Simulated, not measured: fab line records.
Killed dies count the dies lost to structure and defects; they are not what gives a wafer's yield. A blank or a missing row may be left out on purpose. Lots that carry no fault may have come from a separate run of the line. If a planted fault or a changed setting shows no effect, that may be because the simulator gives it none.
Chamber matching || flow n5 finfet || uv cure-02 running N5_BEOL_M10_CURE_71: 3 sister chambers
The step cures SiCOH lowk, time 240 s. 24 wafers are shown with their chamber, then 12 later ones without.

WAFERS WITH THEIR CHAMBER
{"wafer": "L075.2", "chamber": 2, "wafer_temp_C_max": 387.3, "lamp power pct (%)": 52.34}
{"wafer": "L075.5", "chamber": 2, "wafer_temp_C_max": 386.6, "lamp power pct (%)": 52.27}
{"wafer": "L075.6", "chamber": 2, "wafer_temp_C_max": 387.2, "lamp power pct (%)": 52.18}
{"wafer": "L076.1", "chamber": 0, "wafer_temp_C_max": 386.2, "lamp power pct (%)": 52.36}
{"wafer": "L076.2", "chamber": 0, "wafer_temp_C_max": 386.3, "lamp power pct (%)": 52.28}
{"wafer": "L076.4", "chamber": 0, "wafer_temp_C_max": 386.0, "lamp power pct (%)": 52.25}
{"wafer": "L080.2", "chamber": 2, "wafer_temp_C_max": 387.1, "lamp power pct (%)": 52.35}
{"wafer": "L080.5", "chamber": 2, "wafer_temp_C_max": 386.9, "lamp power pct (%)": 52.32}
{"wafer": "L080.6", "chamber": 2, "wafer_temp_C_max": 387.3, "lamp power pct (%)": 52.28}
{"wafer": "L081.1", "chamber": 2, "wafer_temp_C_max": 387.1, "lamp power pct (%)": 52.26}
{"wafer": "L081.3", "chamber": 2, "wafer_temp_C_max": 387.8, "lamp power pct (%)": 52.28}
{"wafer": "L081.4", "chamber": 2, "wafer_temp_C_max": 386.8, "lamp power pct (%)": 52.23}
{"wafer": "L083.1", "chamber": 1, "wafer_temp_C_max": 385.9, "lamp power pct (%)": 52.32}
{"wafer": "L083.4", "chamber": 1, "wafer_temp_C_max": 385.9, "lamp power pct (%)": 52.35}
{"wafer": "L083.5", "chamber": 1, "wafer_temp_C_max": 385.9, "lamp power pct (%)": 52.25}
{"wafer": "L084.1", "chamber": 2, "wafer_temp_C_max": 387.4, "lamp power pct (%)": 52.35}
{"wafer": "L084.5", "chamber": 2, "wafer_temp_C_max": 388.0, "lamp power pct (%)": 52.31}
{"wafer": "L084.6", "chamber": 2, "wafer_temp_C_max": 386.6, "lamp power pct (%)": 52.32}
{"wafer": "L086.1", "chamber": 2, "wafer_temp_C_max": 387.3, "lamp power pct (%)": 52.31}
{"wafer": "L086.3", "chamber": 2, "wafer_temp_C_max": 386.8, "lamp power pct (%)": 52.26}
{"wafer": "L086.5", "chamber": 2, "wafer_temp_C_max": 386.9, "lamp power pct (%)": 52.25}
{"wafer": "L087.1", "chamber": 0, "wafer_temp_C_max": 387.1, "lamp power pct (%)": 52.44}
{"wafer": "L087.5", "chamber": 0, "wafer_temp_C_max": 386.1, "lamp power pct (%)": 52.29}
{"wafer": "L087.6", "chamber": 0, "wafer_temp_C_max": 386.6, "lamp power pct (%)": 52.34}

SIGNATURES (means of the wafers above)
{"reading": "wafer_temp_C_max", "chamber 0": 386.383, "chamber 1": 385.900, "chamber 2": 387.140, "scatter within a chamber": 0.383}
{"reading": "lamp power pct", "chamber 0": 52.3267, "chamber 1": 52.3067, "chamber 2": 52.2873, "scatter within a chamber": 0.0538}
Rule: for each reading, subtract the chamber's mean from the wafer's reading, divide by that reading's scatter and square the result; add these up over the readings and take the root, which gives the wafer's distance from the chamber. If the next closest chamber is less than 2 further off than the closest, the wafer can't be placed; otherwise it belongs to the closest. The scatter: take each reading less its chamber's mean, square it, sum over the shown wafers, divide by the number of wafers less the number of chambers, and take the root.

WAFERS WHOSE CHAMBER IS MISSING
{"wafer": "L090.2", "wafer_temp_C_max": 386.1, "lamp power pct (%)": 52.45}
{"wafer": "L090.3", "wafer_temp_C_max": 386.6, "lamp power pct (%)": 52.31}
{"wafer": "L090.5", "wafer_temp_C_max": 386.6, "lamp power pct (%)": 52.35}
{"wafer": "L092.2", "wafer_temp_C_max": 386.5, "lamp power pct (%)": 52.39}
{"wafer": "L092.4", "wafer_temp_C_max": 386.8, "lamp power pct (%)": 52.40}
{"wafer": "L092.5", "wafer_temp_C_max": 387.2, "lamp power pct (%)": 52.30}
{"wafer": "L095.1", "wafer_temp_C_max": 386.9, "lamp power pct (%)": 52.30}
{"wafer": "L095.4", "wafer_temp_C_max": 387.2, "lamp power pct (%)": 52.34}
{"wafer": "L095.6", "wafer_temp_C_max": 386.6, "lamp power pct (%)": 52.38}
{"wafer": "L097.3", "wafer_temp_C_max": 386.3, "lamp power pct (%)": 52.38}
{"wafer": "L097.5", "wafer_temp_C_max": 386.5, "lamp power pct (%)": 52.28}
{"wafer": "L097.6", "wafer_temp_C_max": 385.8, "lamp power pct (%)": 52.38}

THE CHAMBER EACH PASSED THROUGH
{"wafer": "L090.2", "from the rows above": "can't be placed: 0 or 1 or 2", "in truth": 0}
{"wafer": "L090.3", "from the rows above": "can't be placed: 0 or 2 or 1", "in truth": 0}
{"wafer": "L090.5", "from the rows above": "can't be placed: 0 or 2 or 1", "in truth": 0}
{"wafer": "L092.2", "from the rows above": "can't be placed: 0 or 1 or 2", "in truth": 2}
{"wafer": "L092.4", "from the rows above": "can't be placed: 0 or 2 or 1", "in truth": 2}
{"wafer": "L092.5", "from the rows above": "can't be placed: 2 or 0", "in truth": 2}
{"wafer": "L095.1", "from the rows above": "can't be placed: 2 or 0 or 1", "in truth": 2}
{"wafer": "L095.4", "from the rows above": "can't be placed: 2 or 0", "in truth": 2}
{"wafer": "L095.6", "from the rows above": "can't be placed: 0 or 2 or 1", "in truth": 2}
{"wafer": "L097.3", "from the rows above": "can't be placed: 0 or 1 or 2", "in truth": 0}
{"wafer": "L097.5", "from the rows above": "can't be placed: 0 or 1 or 2", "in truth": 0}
{"wafer": "L097.6", "from the rows above": "can't be placed: 1 or 0", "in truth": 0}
Correct placement for 0 of the 12. Cannot be placed on the basis of these rows: 12; the candidates contain the true chamber in 12. Wrongly placed: 0.
